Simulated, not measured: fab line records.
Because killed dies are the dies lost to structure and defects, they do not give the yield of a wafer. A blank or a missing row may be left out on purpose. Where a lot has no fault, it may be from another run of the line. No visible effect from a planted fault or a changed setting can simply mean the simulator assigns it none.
fab line records | flow nand-harc
record lots=6 wafers=18 last-day=32
route steps=1302 shown A_STAIRCASE@813 END@1302
lots that met no fault: from a run of the same line without faults
start-h: the number of hours between the record's first day and the start of the first shown wafer of the lot | wait-h: hours elapsed since this lot's preceding step | " as in the row above | L1.1+2: several wafers, shown together as one row | - either no value or no given start | * or withheld: withheld | < > ~ a bound
route shown NAME@n: a module of which the file shows steps, and the number in the route of the first | usual: mean/standard deviation taken from wafers without a fault | same: alike in all rows | chamber/n: place in a boat | sites: each site's reading | _std_site: the values' standard deviation | _edge_site: mean of outer sites minus mean of inner sites | radius-mm: for every site, how far away it sits from the centre of the wafer | mask NAME#n: copy n | behind: tool/chamber where the wafer was last shaped | hold: the reason the lot was held/the length of the hold in hours/how it ended | device: the transistor (n, p or np) that didn't switch | end of line: tests of these same wafers at the route's end | a step with no rows: only its recipe | killed: dies lost to structure and defects at the first sort, not the wafer's yield | map: the dies of a wafer, with x for killed, . for not killed, _ for no die there
set.NAME: the setting that was run; set.NAME@STEP: the one run at that earlier step | model.NAME: the simulator's own value behind a step, which no gauge read
a table for each step, a row for each wafer; lots at some steps of the route
services: from which hour (start-h, from the record's first day; less than 0 if before it) a tool's chamber was out of use, for how many hours, and why
## steps
# step NHARC_A_STAIRCASE_STRIP_295
# recipe o2-flow-sccm=500 ar-flow-sccm=0 bias-w=0 chemistry=O2
# usual chamber-pressure-mTorr=60.00/0.061 drypump-motor-current-A=5.9/0.47 mfc-ar-sccm=0.002/0.0041 oes-product-au=1.001/0.0061 rf-vpp-V=57.8/0.9 showerhead-plenum-p-Torr=3.54/0.16 throttle-valve-pct=17.036/0.0094
# columns lot.wafer tool chamber start-h wait-h chamber-pressure-mTorr drypump-motor-current-A mfc-ar-sccm oes-product-au rf-hours-counter-h rf-vpp-V showerhead-plenum-p-Torr throttle-valve-pct
L719.4 rie-diel-12 3 - - 60.05 5.9 0 1.001 42 59.1 3.78 17.036
L719.3 " 0 " " 59.99 6.2 0 0.994 33 57.4 3.43 17.035
L719.2 " 1 " " 60.05 6.3 0 1.006 42 55.5 3.27 17.035
L731.1 rie-diel-12 3 - - 59.96 5.9 0 0.998 14 57.7 3.76 17.051
L731.3 " 1 " " 60.06 6.2 0 0.997 16 57.0 3.80 17.057
L731.6 " 3 " " 60.07 5.9 0 1.000 - 57.4 3.76 17.031
L732.3 rie-diel-13 1 - - 60.01 6.4 0.011 1.000 38 56.5 3.28 17.042
L732.4 " 2 " " 59.98 6.0 0.013 0.991 57 57.7 3.53 17.024
L732.1 " 3 " " 59.93 6.6 0 0.994 56 57.5 3.36 17.028
L736.1 rie-diel-03 2 - - 60.04 5.0 0.008 0.999 17 57.4 3.44 17.019
L736.4 " 3 " " 59.98 6.2 0 1.003 30 59.4 3.48 17.026
L736.6 " 0 " " 59.92 6.0 0 1.004 - 58.6 3.51 17.047
L734.2 rie-diel-03 0 - - 59.96 6.0 0 0.996 24 57.7 3.51 17.032
L734.1 " 2 " " 59.95 5.0 0.008 0.998 19 57.9 3.44 17.032
L734.3 " 3 " " 59.93 6.2 0 1.003 32 58.5 3.48 17.034
L739.1 rie-diel-12 2 - - 59.93 6.3 0 1.005 54 57.7 3.45 17.030
L739.3 " 0 " " 60.03 6.2 0 1.003 46 56.2 3.39 17.024
L739.5 " 2 " " 60.10 6.3 0 1.013 - 56.9 3.45 17.046
# step NHARC_A_STAIRCASE_STRIP_296
# recipe time-s=900 temp-c=130 chemistry=SPM
# step NHARC_A_STAIRCASE_PRECLEAN_297
# recipe time-s=* temp-c=50 bath-age-min=0 chemistry=SC1
# step NHARC_A_STAIRCASE_SRD_298
# step NHARC_A_STAIRCASE_HM_DEP_462
# recipe target-thk-a=8000 temp-c=400 material=aC
# usual throttle-valve-pct=34.999/0.0093
# columns lot.wafer tool chamber start-h wait-h throttle-valve-pct
L719.2 acl-dep-01 0 386.33 3.1 35.004
L719.3 " 0 " " 35.006
L719.4 " 0 " " 34.989
L731.1 acl-dep-01 0 501.13 3.1 35.018
L731.3 " 0 " " 34.986
L731.6 " 0 " " 34.990
L732.1 acl-dep-02 0 517.20 2.5 34.990
L732.3 " 0 " " 35.001
L732.4 " 0 " " 34.994
L736.1 acl-dep-02 0 538.64 0.1 34.995
L736.4 " 0 " " 34.987
L736.6 " 0 " " 34.997
L734.1 acl-dep-01 0 545.42 0.1 35.005
L734.2 " 0 " " 34.984
L734.3 " 0 " " 35.000
L739.1 acl-dep-01 0 588.64 1.0 34.994
L739.3 " 0 " " 34.994
L739.5 " 0 " " 34.995
# step NHARC_A_STAIRCASE_DEP_301
# recipe target-thk-a=300 target-thk-nm=30 temp-c=400 pressure-torr=3.5 flow-sccm=200 rf-w=350 material=SiON
# usual heater-power-w=763/120
# columns lot.wafer tool chamber start-h wait-h heater-power-w
L719.2 pecvd-03 0 387.91 1.3 912
L719.3 " 2 " " 873
L719.4 " 0 " " 943
L731.1 pecvd-03 0 503.02 1.6 855
L731.3 " 1 " " 622
L731.6 " 1 " " 634
L732.1 pecvd-01 0 519.19 1.7 839
L732.3 " 1 " " 816
L732.4 " 2 " " 738
L736.1 pecvd-01 1 540.50 1.6 889
L736.6 " 1 " " 879
L736.4 " 2 " " 732
L734.1 pecvd-04 1 547.28 1.6 578
L734.3 " 2 " " 742
L734.2 " 0 " " 778
L739.3 pecvd-03 2 590.47 0.9 854
L739.1 " 1 " " 647
L739.5 " 1 " " 641
# step NHARC_A_STAIRCASE_DEHYDRATE_302
# recipe temp-c=150 time-s=120
# step NHARC_A_STAIRCASE_HMDS_303
# recipe time-s=30
# step NHARC_A_STAIRCASE_COAT_304
# recipe spin-rpm=1200
# step NHARC_A_STAIRCASE_SOFTBAKE_305
# recipe temp-c=135 time-s=170
# step NHARC_A_STAIRCASE_EBR_306
# step NHARC_A_STAIRCASE_EXPOSE_307
# recipe na=0.5 dose-mj=45.72 mask-id=CHOP_50
# usual exposure-dose-mJ-cm2=45.70/0.053 focus-offset-nm=0.0/0.58 reticle-temp-C=23.02/0.11
# columns lot.wafer tool chamber start-h wait-h mask exposure-dose-mJ-cm2 focus-offset-nm reticle-temp-C
L719.2 krf-scanner-01 0 388.40 - CHOP_50#0 45.73 -0.2 23.17
L719.3 " 0 " " CHOP_50#0 45.76 0.0 22.97
L719.4 " 0 " " CHOP_50#0 45.73 -0.1 23.06
L731.1 krf-scanner-01 0 503.60 - CHOP_50#0 53.57 0.8 22.98
L731.3 " 0 " " CHOP_50#0 53.49 -0.5 23.01
L731.6 " 0 " " CHOP_50#0 53.49 0.2 23.00
L732.1 krf-scanner-01 0 519.64 - CHOP_50#0 51.85 -1.5 23.09
L732.3 " 0 " " CHOP_50#0 51.92 -0.6 22.95
L732.4 " 0 " " CHOP_50#0 51.95 -1.1 23.13
L736.1 krf-scanner-02 0 541.11 - CHOP_50#0 45.71 0.4 22.98
L736.4 " 0 " " CHOP_50#0 45.72 -0.1 23.15
L736.6 " 0 " " CHOP_50#0 45.69 0.9 22.99
L734.1 krf-scanner-02 0 547.76 - CHOP_50#0 45.75 1.3 22.98
L734.2 " 0 " " CHOP_50#0 45.75 0.1 22.98
L734.3 " 0 " " CHOP_50#0 45.76 0.9 22.92
L739.1 krf-scanner-02 0 590.94 - CHOP_50#0 45.77 0.3 22.94
L739.3 " 0 " " CHOP_50#0 45.67 0.2 23.00
L739.5 " 0 " " CHOP_50#0 45.68 0.8 22.98
# step NHARC_A_STAIRCASE_PEB_308
# recipe peb-temp-c=115 peb-time-s=130
# step NHARC_END_SORT_01
# recipe temp-c=25
# usual killed-at-array=51/17 killed-at-other=1.6/2.1 killed-at-periphery=4/3.2 killed-dies=57/18 killed-open=2.9/1.7 killed-short=2.3/1.3
# same gross-dies=677
# columns lot.wafer tool chamber start-h wait-h killed-at-array killed-at-other killed-at-periphery killed-dies killed-open killed-short
L731.1 prober-02 0 683.55 2.5 72 1 3 76 2 3
L731.3 prober-02 0 685.13 3.1 61 2 0 63 0 1
L731.6 prober-02 0 687.49 3.9 65 2 3 70 4 0
L732.1 prober-02 0 697.58 2.5 72 0 9 81 1 3
L732.3 prober-02 0 699.21 3.1 68 0 11 79 2 4
L732.4 prober-02 0 700.02 3.4 77 0 11 88 2 1
L736.1 prober-02 0 705.94 2.5 54 0 2 56 3 2
L736.4 prober-02 0 708.34 3.4 44 0 5 49 2 4
L736.6 prober-02 0 709.94 4.0 45 0 0 45 2 3
L734.1 prober-01 0 724.86 2.5 69 0 2 71 4 1
L734.2 prober-01 0 725.67 2.8 58 1 1 60 1 3
L734.3 prober-01 0 726.48 3.1 61 1 1 63 4 2
L739.5 prober-02 0 775.73 3.7 48 5 1 54 5 5
# killed by level:class
L731.1 A_CHANNEL_HOLE_D1:chamber-film-flake=32 A_SLIT:chamber-film-flake=25 A_CONTACT:chamber-film-flake=7 A_STAIRCASE:chamber-film-flake=4 P_M1:geometric-particle:short=2 P_M0:geometric-particle:open=1 A_ONON_D2:geometric-particle:short=1 A_ONON_D2:geometric-particle:open=1
L731.3 A_CHANNEL_HOLE_D1:chamber-film-flake=29 A_SLIT:chamber-film-flake=17 A_STAIRCASE:chamber-film-flake=5 A_CONTACT:chamber-film-flake=5 A_DECK1_JOINT:chamber-film-flake=2 A_WL_FILL:chamber-film-flake=2 THIN_TSV:chamber-film-flake=2 A_ONON_D2:geometric-particle:short=1
L731.6 A_CHANNEL_HOLE_D1:chamber-film-flake=23 A_SLIT:chamber-film-flake=21 A_STAIRCASE:chamber-film-flake=6 A_WL_FILL:chamber-film-flake=4 A_CONTACT:chamber-film-flake=3 A_DECK1_JOINT:chamber-film-flake=3 THIN_TSV:chamber-film-flake=2 P_CONTACT:geometric-particle:open=1
L732.1 A_CHANNEL_HOLE_D1:chamber-film-flake=27 A_SLIT:chamber-film-flake=17 A_CHANNEL_HOLE_D2:chamber-film-flake=12 A_CONTACT:chamber-film-flake=8 P_GATE:chamber-film-flake=4 A_M0:chamber-film-flake=3 P_M0:chamber-film-flake=2 P_CONTACT:geometric-particle:short=1
L732.3 A_CHANNEL_HOLE_D1:chamber-film-flake=21 A_SLIT:chamber-film-flake=21 A_CHANNEL_HOLE_D2:chamber-film-flake=9 A_CONTACT:chamber-film-flake=5 P_STI:chamber-film-flake=4 A_CHANNEL_FILL_D2:geometric-particle:short=3 P_GATE:chamber-film-flake=3 A_STAIRCASE:chamber-film-flake=3
L732.4 A_CHANNEL_HOLE_D1:chamber-film-flake=27 A_SLIT:chamber-film-flake=19 A_CHANNEL_HOLE_D2:chamber-film-flake=13 A_CONTACT:chamber-film-flake=9 P_GATE:chamber-film-flake=4 P_M0:chamber-film-flake=3 P_ZERO_WELL:chamber-film-flake=2 P_STI:chamber-film-flake=2
L736.1 A_SLIT:chamber-film-flake=24 A_CHANNEL_HOLE_D2:chamber-film-flake=15 A_CHANNEL_FILL_D1:chamber-film-flake=6 A_CONTACT:chamber-film-flake=3 A_M0:geometric-particle:open=2 P_GATE:chamber-film-flake=2 A_ONON_D1:geometric-particle:short=1 A_CHANNEL_FILL_D1:geometric-particle:open=1
L736.4 A_SLIT:chamber-film-flake=19 A_CHANNEL_HOLE_D1:chamber-film-flake=8 A_CHANNEL_HOLE_D2:chamber-film-flake=7 P_GATE:chamber-film-flake=4 A_CHANNEL_FILL_D1:geometric-particle:short=2 A_CHANNEL_FILL_D1:chamber-film-flake=2 P_CONTACT:geometric-particle:short=1 A_CHANNEL_FILL_D1:geometric-particle:open=1
L736.6 A_SLIT:chamber-film-flake=19 A_CHANNEL_HOLE_D2:chamber-film-flake=8 A_CHANNEL_HOLE_D1:chamber-film-flake=4 A_CHANNEL_FILL_D1:chamber-film-flake=3 A_CHANNEL_FILL_D2:chamber-film-flake=3 A_STAIRCASE:chamber-film-flake=2 A_ONON_D1:geometric-particle:open=1 A_CHANNEL_FILL_D1:geometric-particle:short=1
L734.1 A_SLIT:chamber-film-flake=23 A_CHANNEL_HOLE_D2:chamber-film-flake=17 A_CHANNEL_HOLE_D1:chamber-film-flake=8 A_CONTACT:chamber-film-flake=5 A_CHANNEL_FILL_D1:chamber-film-flake=4 A_STAIRCASE:chamber-film-flake=4 P_GATE:geometric-particle:open=1 A_ONON_D1:geometric-particle:open=1
L734.2 A_SLIT:chamber-film-flake=24 A_CHANNEL_HOLE_D2:chamber-film-flake=11 A_CONTACT:chamber-film-flake=7 A_CHANNEL_HOLE_D1:chamber-film-flake=6 A_STAIRCASE:chamber-film-flake=5 A_CHANNEL_FILL_D2:geometric-particle:short=2 A_CHANNEL_HOLE_D1:geometric-particle:open=1 A_CHANNEL_FILL_D1:geometric-particle:short=1
L734.3 A_CHANNEL_HOLE_D2:chamber-film-flake=17 A_CHANNEL_HOLE_D1:chamber-film-flake=12 A_SLIT:chamber-film-flake=12 A_CONTACT:chamber-film-flake=6 A_STAIRCASE:chamber-film-flake=4 A_CHANNEL_FILL_D1:chamber-film-flake=3 P_CONTACT:geometric-particle:open=1 A_SOURCE_PLATE:geometric-particle:open=1
L739.5 A_SLIT:chamber-film-flake=15 A_CHANNEL_HOLE_D2:chamber-film-flake=12 A_CONTACT:chamber-film-flake=6 THIN_TSV:chamber-film-flake=5 A_CHANNEL_HOLE_D1:chamber-film-flake=4 A_M0:geometric-particle:open=2 A_ONON_D1:geometric-particle:short=1 A_CHANNEL_FILL_D1:geometric-particle:open=1
## services
# columns tool chamber start-h hours kind
rie-diel-13 3 361.39 11.8 repair
pecvd-03 - 366.00 13.0 pm
acl-dep-01 - 369.26 13.0 pm
pecvd-01 1 375.91 12.6 repair
rie-diel-13 1 377.44 22.5 repair
pecvd-04 - 391.55 1.2 repair
rie-diel-13 0 393.35 49.3 repair
acl-dep-02 - 424.37 13.0 pm
krf-scanner-02 - 438.00 4.0 pm
krf-scanner-01 - 443.16 4.0 pm
rie-diel-12 - 446.18 9.0 pm
rie-diel-03 - 458.33 9.0 pm
rie-diel-12 - 488.80 1.9 repair
pecvd-01 - 492.26 13.0 pm
pecvd-03 2 505.17 1.9 repair
rie-diel-12 2 505.50 4.2 repair
pecvd-01 - 511.79 2.8 repair
rie-diel-03 1 519.91 10.9 repair
pecvd-03 - 547.00 13.0 pm
acl-dep-01 - 550.26 13.0 pm
krf-scanner-01 - 550.52 0.5 repair
rie-diel-03 3 561.84 2.6 repair
pecvd-01 - 562.76 1.0 repair
krf-scanner-01 - 565.43 0.9 repair
## key
first-sign step=NHARC_A_STAIRCASE_EXPOSE_307 reading=exposure-dose-mJ-cm2 direction=up sigmas=99+ usual=45.70 struck=52.71
effect none on later readings
met-at NHARC_A_STAIRCASE_EXPOSE_307
struck-wafers L731.1,L731.3,L731.6,L732.1,L732.3,L732.4
tester-left-out L731,L732
loop-trim step=NHARC_A_STAIRCASE_EXPOSE_307 setting=dose lots=L732
onset-between 388.40 503.60
fault kind=process-parameter-drift tool=krf-scanner-01 chamber=- onset-h=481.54 steps=NHARC_A_STAIRCASE_EXPOSE_307 channel=dose-mj offset=7.8281 shape=step acts-in=these-recipes-only stated=45.72
# tester-left-out: of these lots the tester's yield and bins aren't shown, on N5 and GAA mostly nor the transistor test; their killed dies are dies lost to structure and defects alone, not to doping, threshold or leakage, so they don't give the yield
# loop-trim: a control loop set the setting to another value than it would have without faults
